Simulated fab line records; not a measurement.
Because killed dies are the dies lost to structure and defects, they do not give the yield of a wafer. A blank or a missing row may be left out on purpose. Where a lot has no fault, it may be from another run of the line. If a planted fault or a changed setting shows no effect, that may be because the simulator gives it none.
Matching of chambers / flow n5 finfet / N5_BEOL_M5_CURE_79 on uv cure-02 has 3 sister chambers
The step cures SiCOH lowk, time 240 s. 3 wafers are shown with their chamber, then 8 later ones without.

WAFERS, EACH WITH ITS CHAMBER
wafer=L080.6; chamber=1; wafer_temp_C_max=386.2
wafer=L081.5; chamber=2; wafer_temp_C_max=387.3
wafer=L091.1; chamber=0; wafer_temp_C_max=386.5

WAFERS WHOSE CHAMBER IS MISSING
wafer=L091.5; wafer_temp_C_max=386.7
wafer=L091.6; wafer_temp_C_max=387.6
wafer=L092.1; wafer_temp_C_max=387.0
wafer=L092.3; wafer_temp_C_max=387.2
wafer=L092.4; wafer_temp_C_max=387.2
wafer=L097.1; wafer_temp_C_max=387.3
wafer=L097.5; wafer_temp_C_max=387.5
wafer=L097.6; wafer_temp_C_max=387.1

WHICH CHAMBER EACH WENT THROUGH
wafer=L091.5; from the rows above=can't be placed: 0 or 1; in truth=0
wafer=L091.6; from the rows above=2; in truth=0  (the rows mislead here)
wafer=L092.1; from the rows above=can't be placed: 2 or 0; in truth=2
wafer=L092.3; from the rows above=2; in truth=2
wafer=L092.4; from the rows above=2; in truth=2
wafer=L097.1; from the rows above=2; in truth=2
wafer=L097.5; from the rows above=2; in truth=2
wafer=L097.6; from the rows above=2; in truth=2
Correctly placed: 5 of 8. From these rows, 2 cannot be placed; in 2 the true chamber is one of the candidates. Number placed wrongly: 1.
How it was worked out, from the rows above alone: a wafer's distance from a chamber is the root of the sum, over the readings, of the square of ((its reading less the chamber's mean) divided by the reading's scatter). If the next closest chamber is less than 2 further off than the closest, the wafer can't be placed; otherwise it belongs to the closest. For every chamber, the mean is computed from those of its wafers that are shown. The scatter (one wafer shown for each chamber): square how far every hidden wafer sits from the nearest shown wafer, average those squares and take the square root.
